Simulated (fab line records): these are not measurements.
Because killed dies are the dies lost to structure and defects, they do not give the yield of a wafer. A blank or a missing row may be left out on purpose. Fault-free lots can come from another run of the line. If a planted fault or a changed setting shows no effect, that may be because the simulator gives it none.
Lot-split experiment / flow n5 finfet / 21 wafers read from 7 lots, route of 1938 steps

## THE SPLIT
At N5_BEOL_M4_PECVD_72 (deposits SiO2 from TEOS/O2, target thk 16 nm, time 18 s), the setting time s was moved away from the recipe's 18 s on 10 of the 21 wafers read, by -11.6% to +11.7%. For the rest of the wafers, this setting stayed at what the recipe calls for.

## FROM THE SPLIT TO THE READING: what the file shows between them, 3 steps
- N5_BEOL_M4_HM_DEP_02: deposits TiN, target thk 20 nm
- N5_BEOL_M4_COAT_61: time 60 s, resist thk 60 nm
- N5_BEOL_M4_STRIP_97: strips in N2/H2, time 10 s

## THE READING
SiO2_of_BEOL_M4_PECVD_72.thk nm (the simulator's own value, which no gauge read), in nm, at N5_BEOL_M4_HM_STRIP_39 (strips TiN in peroxide tin strip, target depth 25 nm, time 158 s). The file gives no usual value for it. Across the 11 wafers here that went through the recipe, the average is 16.0 nm and the standard deviation 0.18 nm.

wafer=L076.1; tool, chamber at the split=pecvd-01, 0; time s as run, s=20.11; against the recipe=+11.7%; SiO2_of_BEOL_M4_PECVD_72.thk nm, nm=17.4; against lot-mates on the recipe=+1.4
wafer=L076.3; tool, chamber at the split=pecvd-01, 2; time s as run, s=20.11; against the recipe=+11.7%; SiO2_of_BEOL_M4_PECVD_72.thk nm, nm=17.6; against lot-mates on the recipe=+1.6
wafer=L076.4; tool, chamber at the split=pecvd-01, 0; time s as run, s=18; against the recipe=recipe; SiO2_of_BEOL_M4_PECVD_72.thk nm, nm=16; against lot-mates on the recipe=-
wafer=L075.1; tool, chamber at the split=pecvd-03, 2; time s as run, s=19.73; against the recipe=+9.6%; SiO2_of_BEOL_M4_PECVD_72.thk nm, nm=17.4; against lot-mates on the recipe=no lot-mate on the recipe
wafer=L075.3; tool, chamber at the split=pecvd-03, 0; time s as run, s=19.73; against the recipe=+9.6%; SiO2_of_BEOL_M4_PECVD_72.thk nm, nm=17.2; against lot-mates on the recipe=no lot-mate on the recipe
wafer=L075.5; tool, chamber at the split=pecvd-03, 2; time s as run, s=19.73; against the recipe=+9.6%; SiO2_of_BEOL_M4_PECVD_72.thk nm, nm=17.6; against lot-mates on the recipe=no lot-mate on the recipe
wafer=L077.2; tool, chamber at the split=pecvd-02, 0,2; time s as run, s=18; against the recipe=recipe; SiO2_of_BEOL_M4_PECVD_72.thk nm, nm=15.8; against lot-mates on the recipe=-
wafer=L077.3; tool, chamber at the split=pecvd-02, 0,2; time s as run, s=18; against the recipe=recipe; SiO2_of_BEOL_M4_PECVD_72.thk nm, nm=15.8; against lot-mates on the recipe=-
wafer=L077.6; tool, chamber at the split=pecvd-02, 0; time s as run, s=18; against the recipe=recipe; SiO2_of_BEOL_M4_PECVD_72.thk nm, nm=16; against lot-mates on the recipe=-
wafer=L079.4; tool, chamber at the split=pecvd-01, 0; time s as run, s=17.31; against the recipe=-3.8%; SiO2_of_BEOL_M4_PECVD_72.thk nm, nm=15.8; against lot-mates on the recipe=-0.6
wafer=L079.5; tool, chamber at the split=pecvd-01, 1; time s as run, s=18; against the recipe=recipe; SiO2_of_BEOL_M4_PECVD_72.thk nm, nm=16.4; against lot-mates on the recipe=-
wafer=L079.6; tool, chamber at the split=pecvd-01, 2; time s as run, s=17.31; against the recipe=-3.8%; SiO2_of_BEOL_M4_PECVD_72.thk nm, nm=15.4; against lot-mates on the recipe=-1.0
wafer=L080.1; tool, chamber at the split=pecvd-01, 1; time s as run, s=18; against the recipe=recipe; SiO2_of_BEOL_M4_PECVD_72.thk nm, nm=16.2; against lot-mates on the recipe=-
wafer=L080.3; tool, chamber at the split=pecvd-01, 2; time s as run, s=15.92; against the recipe=-11.6%; SiO2_of_BEOL_M4_PECVD_72.thk nm, nm=13.8; against lot-mates on the recipe=-2.3
wafer=L080.4; tool, chamber at the split=pecvd-01, 1; time s as run, s=18; against the recipe=recipe; SiO2_of_BEOL_M4_PECVD_72.thk nm, nm=16; against lot-mates on the recipe=-
wafer=L082.4; tool, chamber at the split=pecvd-01, 1; time s as run, s=18; against the recipe=recipe; SiO2_of_BEOL_M4_PECVD_72.thk nm, nm=15.8; against lot-mates on the recipe=-
wafer=L082.5; tool, chamber at the split=pecvd-01, 0; time s as run, s=16.87; against the recipe=-6.3%; SiO2_of_BEOL_M4_PECVD_72.thk nm, nm=14.8; against lot-mates on the recipe=-1.0
wafer=L082.6; tool, chamber at the split=pecvd-01, 2; time s as run, s=16.87; against the recipe=-6.3%; SiO2_of_BEOL_M4_PECVD_72.thk nm, nm=14.6; against lot-mates on the recipe=-1.2
wafer=L088.2; tool, chamber at the split=pecvd-01, 1; time s as run, s=18; against the recipe=recipe; SiO2_of_BEOL_M4_PECVD_72.thk nm, nm=16; against lot-mates on the recipe=-
wafer=L088.4; tool, chamber at the split=pecvd-01, 2; time s as run, s=18; against the recipe=recipe; SiO2_of_BEOL_M4_PECVD_72.thk nm, nm=16; against lot-mates on the recipe=-
wafer=L088.5; tool, chamber at the split=pecvd-01, 0; time s as run, s=18; against the recipe=recipe; SiO2_of_BEOL_M4_PECVD_72.thk nm, nm=16.2; against lot-mates on the recipe=-
The file does not say which wafer passed through which chamber wherever a row lists several chambers: such a row stands for several wafers.

FIT RESULTS
A straight line over all 21 wafers: SiO2_of_BEOL_M4_PECVD_72.thk nm changes by +0.153 nm for each +1% of time s; r = +0.97; the points scatter about the line by 0.25 nm.
The same after taking each lot's own level away (the mean of its wafers on the recipe; 18 wafers): +0.157 nm for each +1%; r = +0.98; scatter 0.19 nm.
On that fit, the largest move of time s shifts the reading by 1.8 nm.
From 15.80 to 16.40 nm: that is the span of the lots' own levels, equal to 3.3 times the standard deviation above.
Hence the lot-to-lot level has little effect on the slope; both slopes agree.
Check: for one of the wafers moved furthest among these (+11.7%), held out of the fit, the line's prediction against its lot-mates is +1.91 nm. Against them it came out at +1.4 nm.

## THESE WAFERS: OTHER SPLITS
Note: prior to the reading, these wafers also went through further splits. Each is held against what the fit with the lots' levels taken away leaves over:
other split on the same wafers=N5_BEOL_M0_SAQP_COAT_87 spin rpm; wafers away from the commonest value=7; r with SiO2_of_BEOL_M4_PECVD_72.thk nm (lot level and that fit taken away)=+0.17
other split on the same wafers=N5_BEOL_M1_ETCH_64 source w; wafers away from the commonest value=10; r with SiO2_of_BEOL_M4_PECVD_72.thk nm (lot level and that fit taken away)=-0.06

## THE WHOLE CHAIN: every reading that the file lists as answering this split, in the file's order
step=N5_BEOL_M4_PECVD_72; what it does=deposits SiO2 from TEOS/O2, target thk 16 nm, time 18 s; reading=SiO2_of_BEOL_M4_PECVD_72.thk nm (the simulator's own value, which no gauge read); change (the file's fit)=+0.164 nm for each +1% of the setting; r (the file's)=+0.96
step=N5_BEOL_M4_HM_STRIP_39; what it does=strips TiN in peroxide tin strip, target depth 25 nm, time 158 s; reading=SiO2_of_BEOL_M4_PECVD_72.thk nm (the simulator's own value, which no gauge read); change (the file's fit)=+0.167 nm for each +1% of the setting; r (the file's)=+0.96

## FILE'S OWN FIT
SiO2_of_BEOL_M4_PECVD_72.thk nm changes by +0.167 nm for each +1% of time s, r = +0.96.
